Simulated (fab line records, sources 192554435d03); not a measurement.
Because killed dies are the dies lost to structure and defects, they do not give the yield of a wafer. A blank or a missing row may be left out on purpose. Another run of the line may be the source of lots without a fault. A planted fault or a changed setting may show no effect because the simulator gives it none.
fab line records	flow n5_finfet
record: lots: 11	wafers: 31	last_day: 19
route steps=1938 shown BEOL_M14@1749 BEOL_M15@1774 PASSIVATION@1936
lots that met no fault: taken from a fault-free run of the same line
start_h: start of the lot's first displayed wafer, in hours after the record's first day	wait_h: hours from the lot's prior step to this one	" repeats the value in the row above	L1.1+2: a single row standing in for several wafers	- either no value or no given start	* or withheld: withheld	< > ~ a bound
route shown NAME@n: a module of which the file shows steps, and the number in the route of the first	usual: mean and standard deviation over wafers with no fault	same: alike in all rows	chamber/n: place in a boat	sites: the reading at each site	_std_site: standard deviation across them	_edge_site: the outer-site mean with the inner-site mean subtracted	radius_mm: how far each site lies from the wafer's centre	mask NAME#n: copy n	behind: the most recent tool/chamber to have shaped the wafer	hold: reason for holding the lot/hours on hold/outcome of the hold	device: the transistor (n, p or np) that didn't switch	end of line: at the end of the route, the tests of the same wafers	a step without rows: its recipe alone	killed: the dies lost at the first sort to structure and to defects; this is not the yield of the wafer	map: dies across one wafer; x = killed, . = not, _ = none there
set.NAME: the setting as run; set.NAME@STEP: as run at that earlier step	model.NAME: the simulator's own value behind a step, which no gauge read
one table for each step of the route and one row for each wafer, over a sample of lots
services: a tool's chamber out of use, with start hour (start_h, from the record's first day; less than 0 if before it), hours out, and reason
== steps ==
step: N5_BEOL_M14_DESCUM_33
recipe: chemistry: O2	time_s: 7.9	source_power_w: 50	bias_power_w: 20	pressure_mtorr: 20	rf_frequency_hz: 2.712e+07	temp_c: 40	o2_flow_sccm: 225
usual: drypump_motor_current_A: 5.7/0.4	oes_product_au: 0.81/0.096	rf_fwd_power_W: 49.39/0.25	rf_vpp_V: 243.2/1	showerhead_plenum_p_Torr: 2.09/0.039	throttle_valve_pct: 20.41/0.23
same: time_s: 7.9
lot.wafer	tool	chamber	start_h	wait_h	drypump_motor_current_A	oes_product_au	rf_fwd_power_W	rf_hours_counter_h	rf_vpp_V	showerhead_plenum_p_Torr	throttle_valve_pct
L841.3	rie_diel-02	2	280.15	0.1	5.8	0.82	49.70	80	244.7	2.12	20.42
L841.5	"	3	"	"	6.4	0.86	49.61	-	244.8	2.21	20.31
L841.6	"	2	"	"	5.8	0.81	49.51	-	243.7	2.12	20.43
L844.2	rie_diel-06	3	294.31	0.1	5.8	0.70	49.51	214	241.8	2.08	20.66
L844.6	"	0	"	"	5.8	0.84	49.07	-	242.8	2.11	20.43
L845.1	rie_diel-06	2	307.33	0.1	6.3	0.69	48.98	245	242.7	2.05	20.49
L845.3	"	1	"	"	5.8	0.79	49.63	79	243.8	2.10	20.06
L845.4	"	3	"	"	5.8	0.70	49.57	219	243.7	2.08	20.64
L847.5	rie_diel-05	0	309.02	0.0	6.2	0.69	49.42	-	243.3	2.09	20.85
L847.6	"	3	"	"	5.3	0.83	48.99	-	242.7	2.11	20.28
L846.1	rie_diel-02	1	312.99	0.0	5.0	0.96	49.63	4	241.7	2.06	20.17
L846.3	"	2	"	"	5.8	0.80	49.61	95	244.2	2.11	20.45
L846.6	"	2	"	"	5.8	0.80	49.70	-	243.6	2.11	20.46
L848.1	rie_diel-06	0	316.78	0.0	5.8	0.83	49.12	81	242.0	2.11	20.45
L848.2	"	1	"	"	5.8	0.79	49.50	84	244.2	2.09	20.06
L848.5	"	2	"	"	6.3	0.69	49.26	-	242.4	2.05	20.50
L853.1	rie_diel-05	0	357.17	0.0	6.2	0.67	49.65	236	241.3	2.08	20.90
L853.3	"	2	"	"	5.5	0.90	49.64	21	242.3	2.06	20.16
L853.5	"	0	"	"	6.3	0.67	49.53	-	243.4	2.08	20.89
L858.1	rie_diel-06	3	368.50	0.0	5.8	0.67	49.81	245	242.1	2.07	20.70
L858.4	"	1	"	"	5.7	0.78	49.37	105	243.0	2.09	20.09
L858.6	"	2	"	"	6.3	1.03	49.20	-	243.0	2.05	20.18
L861.1	rie_diel-06	0	413.90	0.0	5.8	0.80	49.30	119	244.0	2.10	20.52
L861.2	"	3	"	"	5.8	0.98	49.55	2	242.3	2.07	20.37
L861.5	"	2	"	"	6.3	0.95	48.97	-	242.0	2.04	20.21
L864.1	rie_diel-06	1	425.89	0.0	5.7	0.76	49.42	126	244.1	2.08	20.14
L864.3	"	0	"	"	5.8	0.79	48.98	123	244.3	2.09	20.51
L864.6	"	2	"	"	6.3	0.95	49.20	-	244.8	2.04	20.20
L863.1	rie_diel-06	3	427.67	0.1	5.8	0.95	49.54	7	242.0	2.07	20.36
L863.3	"	1	"	"	5.7	0.76	49.28	127	242.7	2.08	20.13
L863.4	"	2	"	"	6.3	0.94	48.89	24	242.9	2.04	20.23
step: N5_BEOL_M14_ETCH_67
recipe: chemistry: CF4	target: SiARC	target_depth_a: 1430	time_s: 238.3	ion_energy_ev: 80	pressure_mtorr: 40	source_w: 545	bias_w: 36	Ar_flow_sccm: 100	cf4_flow_sccm: 100	ends: cleared
usual: drypump_motor_current_A: 5.7/0.4	etch_rf_on_time_s: 238/4.6	oes_product_au: 0.69/0.08	rf_fwd_power_W: 543.4/1.8	rf_vpp_V: 184.1/0.94	showerhead_plenum_p_Torr: 2.14/0.04	throttle_valve_pct: 15.59/0.2
lot.wafer	tool	chamber	start_h	wait_h	drypump_motor_current_A	etch_rf_on_time_s	oes_product_au	rf_fwd_power_W	rf_hours_counter_h	rf_vpp_V	showerhead_plenum_p_Torr	throttle_valve_pct
L841.3	rie_diel-02	2	280.19	0.0	5.8	239	0.68	546.3	81	185.3	2.16	15.61
L841.5	"	3	"	"	6.4	234	0.73	545.7	-	186.9	2.25	15.54
L841.6	"	2	"	"	5.8	238	0.69	545.8	-	185.0	2.16	15.57
L844.2	rie_diel-06	3	294.35	0.0	5.8	238	0.60	544.5	214	183.3	2.11	15.76
L844.6	"	0	"	"	5.8	236	0.72	541.8	-	183.3	2.16	15.56
L845.1	rie_diel-06	2	307.37	0.0	6.3	243	0.58	545.9	245	182.8	2.11	15.86
L845.3	"	1	"	"	5.7	239	0.68	541.9	79	183.9	2.18	15.49
L845.4	"	3	"	"	5.8	240	0.60	544.3	219	183.8	2.11	15.75
L847.5	rie_diel-05	0	309.11	0.1	6.2	246	0.57	543.9	-	184.8	2.11	15.88
L847.6	"	3	"	"	5.3	230	0.71	542.4	-	183.3	2.15	15.43
L846.1	rie_diel-02	1	313.02	0.0	5.0	243	0.81	543.4	4	184.1	2.10	15.24
L846.3	"	2	"	"	5.8	238	0.68	545.9	95	183.4	2.16	15.60
L846.6	"	2	"	"	5.8	237	0.68	543.7	-	183.8	2.16	15.61
L848.1	rie_diel-06	0	316.82	0.0	5.8	237	0.71	543.2	81	184.1	2.16	15.58
L848.2	"	1	"	"	5.7	239	0.68	544.4	84	185.0	2.17	15.49
L848.5	"	2	"	"	6.3	245	0.57	542.5	-	184.4	2.11	15.87
L853.1	rie_diel-05	0	357.20	0.0	6.2	245	0.56	544.0	236	183.1	2.11	15.90
L853.3	"	2	"	"	5.5	238	0.77	545.3	21	182.2	2.11	15.31
L853.5	"	0	"	"	6.2	243	0.57	542.3	-	183.4	2.11	15.91
L858.1	rie_diel-06	3	368.53	0.0	5.8	241	0.59	544.6	245	183.4	2.10	15.80
L858.4	"	1	"	"	5.7	238	0.66	544.8	105	184.0	2.17	15.53
L858.6	"	2	"	"	6.3	237	0.85	543.8	-	183.6	2.11	15.39
L861.1	rie_diel-06	0	413.94	0.0	5.8	237	0.67	540.7	119	184.4	2.15	15.65
L861.2	"	3	"	"	5.8	228	0.84	544.7	2	182.9	2.09	15.33
L861.5	"	2	"	"	6.3	238	0.79	543.2	-	182.6	2.11	15.43
L864.1	rie_diel-06	1	425.93	0.0	5.8	238	0.65	540.9	126	185.3	2.16	15.56
L864.3	"	0	"	"	5.8	239	0.67	548.6	123	183.5	2.15	15.66
L864.6	"	2	"	"	6.3	239	0.78	542.3	-	182.9	2.10	15.44
L863.1	rie_diel-06	3	427.70	0.0	5.8	227	0.81	542.9	7	184.2	2.09	15.34
L863.3	"	1	"	"	5.7	236	0.65	546.2	127	182.8	2.16	15.57
L863.4	"	2	"	"	6.3	238	0.78	541.3	24	184.2	2.10	15.45
step: N5_BEOL_M14_SPUTTER_43
recipe: material: TaN	target_thk_a: 150	temp_c: 50	bias_v: 168.6	power_w: 15000	chamber_pressure_pa: 0.12	time_s: 24.19
usual: cathode_dc_power_W: 15000/2.4	throttle_valve_pct: 30.0/0.99
same: time_s: 24.19
lot.wafer	tool	chamber	start_h	wait_h	cathode_dc_power_W	throttle_valve_pct
L841.3	pvd_sputter-03	-	281.15	0.0	15001	30.7
L841.5	"	-	"	"	14997	28.3
L841.6	"	-	"	"	14998	30.1
L844.2	pvd_sputter-03	-	297.91	0.0	15003	30.1
L844.6	"	-	"	"	15000	30.7
L845.1	pvd_sputter-01	-	309.78	0.0	14998	30.1
L845.3	"	-	"	"	15001	31.8
L845.4	"	-	"	"	15000	28.8
L847.5	pvd_sputter-01	-	310.40	0.0	14999	29.3
L847.6	"	-	"	"	15001	29.0
L846.1	pvd_sputter-01	-	316.20	0.0	14998	29.9
L846.3	"	-	"	"	15002	28.8
L846.6	"	-	"	"	14997	31.7
L848.1	pvd_sputter-03	-	319.21	0.0	15001	30.7
L848.2	"	-	"	"	15003	29.8
L848.5	"	-	"	"	15005	30.8
L853.1	pvd_sputter-01	-	360.67	0.0	14999	29.4
L853.3	"	-	"	"	16421	30.2
L853.5	"	-	"	"	14998	28.4
L858.1	pvd_sputter-02	-	373.85	0.0	14999	31.4
L858.4	"	-	"	"	14998	29.7
L858.6	"	-	"	"	14998	29.5
L861.1	pvd_sputter-03	-	415.40	0.0	15002	30.2
L861.2	"	-	"	"	14996	28.6
L861.5	"	-	"	"	15003	30.6
L864.1	pvd_sputter-02	-	427.51	0.0	15003	29.8
L864.3	"	-	"	"	15002	30.6
L864.6	"	-	"	"	14998	29.6
L863.1	pvd_sputter-03	-	430.83	0.0	14998	28.5
L863.3	"	-	"	"	14994	30.9
L863.4	"	-	"	"	14999	30.0
step: N5_BEOL_M15_THK_MEAS_01
recipe: reads: SiO2_of_BEOL_M15_ILD_DEP_00
usual: M15_ILD_THK: 1635/20
lot.wafer	tool	chamber	start_h	wait_h	M15_ILD_THK[nm]
L841.3	film_metro-02	-	282.71	0.1	1596
L841.5	"	-	"	"	1636
L841.6	"	-	"	"	1639
L844.2	film_metro-02	-	301.20	0.1	1627
L844.6	"	-	"	"	1649
L845.1	film_metro-01	-	311.40	0.1	1640
L845.3	"	-	"	"	1629
L845.4	"	-	"	"	1683
L847.5	film_metro-01	-	312.13	0.0	1679
L847.6	"	-	"	"	1636
L846.1	film_metro-02	-	317.70	0.1	1613
L846.3	"	-	"	"	1596
L846.6	"	-	"	"	1635
L848.1	film_metro-02	-	320.71	0.1	1662
L848.2	"	-	"	"	1620
L848.5	"	-	"	"	1679
L853.1	film_metro-02	-	362.17	0.1	1625
L853.3	"	-	"	"	1627
L853.5	"	-	"	"	1654
L858.1	film_metro-02	-	375.62	0.1	1623
L858.4	"	-	"	"	1637
L858.6	"	-	"	"	1658
L861.1	film_metro-02	-	417.24	0.1	1602
L861.2	"	-	"	"	1606
L861.5	"	-	"	"	1613
L864.1	film_metro-01	-	429.12	0.2	1602
L864.3	"	-	"	"	1627
L864.6	"	-	"	"	1614
L863.1	film_metro-01	-	433.37	0.1	1634
L863.3	"	-	"	"	1624
L863.4	"	-	"	"	1672
step: N5_PASSIVATION_PROBE_49
usual: defect_limited_yield: 91.6/1.4	killed_at_M0_to_M3: 33/10	killed_at_M4_up: 13/5.3	killed_at_contacts: 13/5.9	killed_at_front_end: 36/12	killed_at_other: 4/3.1	killed_dies: 99/16	killed_open: 65/13	killed_short: 32/7.3	sort_bin_5_function: 4.9/0.9	sort_bin_6_memory: 3.1/0.66	sort_bin_8_speed: 0.0/0.42	sort_n_pass: 1081/17	sort_yield_pct: 91.6/1.4
same: gross_dies: 1180	killed_at_back_side: 0	sort_bin_4_leakage[%]: 0
lot.wafer	tool	chamber	start_h	wait_h	defect_limited_yield[%]	killed_at_M0_to_M3	killed_at_M4_up	killed_at_contacts	killed_at_front_end	killed_at_other	killed_dies	killed_open	killed_short	sort_bin_5_function[%]	sort_bin_6_memory[%]	sort_bin_8_speed[%]	sort_n_pass	sort_yield_pct[%]
L858.1	prober-02	-	394.04	0.0	93.6	19	19	10	25	2	75	57	18	4.5	1.8	0	1105	93.6
L858.4	prober-02	-	394.19	0.2	94.2	13	23	7	23	2	68	48	19	3.3	2.1	0	1112	94.2
L858.6	prober-02	-	394.29	0.3	93.4	21	8	6	38	5	78	49	29	3.8	2.5	0	1102	93.4
killed by level:class
L858.1 BEOL_M4:geometric_particle:open=11 FIN_SAQP:geometric_particle:open=10 MOL_CONTACT_COAG:geometric_particle:open=9 STI_FIN_REVEAL:geometric_particle:open=5 BEOL_M0_SAQP:geometric_particle:open=5 BEOL_M3:geometric_particle:open=5 BEOL_M0_SAQP:geometric_particle:short=3 BEOL_M1:geometric_particle:open=3
L858.4 BEOL_M4:geometric_particle:open=14 STI_FIN_REVEAL:geometric_particle:open=6 BEOL_M3:geometric_particle:open=6 FIN_SAQP:geometric_particle:open=5 MOL_CONTACT_COAG:geometric_particle:open=5 BEOL_M4:geometric_particle:short=3 FIN_SAQP:geometric_particle:short=2 ILD0:geometric_particle:open=2
L858.6 FIN_SAQP:geometric_particle:open=12 BEOL_M0_SAQP:geometric_particle:open=10 STI_FIN_REVEAL:geometric_particle:open=6 BEOL_M0_SAQP:geometric_particle:short=6 STI_FIN_REVEAL:geometric_particle:short=4 DUMMY_GATE:geometric_particle:open=4 MOL_CONTACT_COAG:geometric_particle:open=3 MOL_CONTACT_COAG:geometric_particle:short=3
== services ==
tool	chamber	start_h	hours	kind
rie_diel-02	1	269.00	-	clean
rie_diel-02	1	269.00	-	consumable_replace:focus_ring
rie_diel-02	1	269.00	33.2	scheduled_down
rie_diel-02	1	269.00	33.2	vent_cycle
rie_diel-02	2	274.60	2.7	repair
rie_diel-05	2	276.14	-	clean
rie_diel-05	2	276.14	-	consumable_replace:focus_ring
rie_diel-05	2	276.14	16.3	scheduled_down
rie_diel-05	2	276.14	16.3	vent_cycle
rie_diel-06	2	318.16	10.9	repair
rie_diel-02	0	359.18	8.3	repair
rie_diel-06	3	388.92	-	clean
rie_diel-06	3	388.92	-	consumable_replace:focus_ring
rie_diel-06	3	388.92	19.5	scheduled_down
rie_diel-06	3	388.92	19.5	vent_cycle
rie_diel-02	0	396.89	2.6	repair
pvd_sputter-02	-	398.94	1.0	repair
rie_diel-05	0	399.21	-	clean
rie_diel-05	0	399.21	-	consumable_replace:focus_ring
rie_diel-05	0	399.21	20.1	scheduled_down
rie_diel-05	0	399.21	20.1	vent_cycle
rie_diel-05	1	419.35	-	clean
rie_diel-05	1	419.35	-	consumable_replace:focus_ring
rie_diel-06	1	428.94	21.8	repair
== key ==
first_sign: step: N5_BEOL_M14_SPUTTER_43	reading: cathode_dc_power_W	direction: up	sigmas: 99+	usual: *	struck: *
effect none on later readings
met_at N5_BEOL_M14_SPUTTER_43
struck_lots L853
struck_wafers L853.3
not_acting_at N5_BEOL_M14_DESCUM_33,N5_BEOL_M14_ETCH_67,N5_BEOL_M15_THK_MEAS_01
onset_between 316.20 360.67
fault: kind: process_parameter_drift	tool: pvd_sputter-01	chamber: -	onset_h: 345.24	steps: N5_BEOL_M14_SPUTTER_43	channel: power_w	offset: *	shape: step	end_h: 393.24	acts_in: *	stated: *	scope: struck_wafers_only
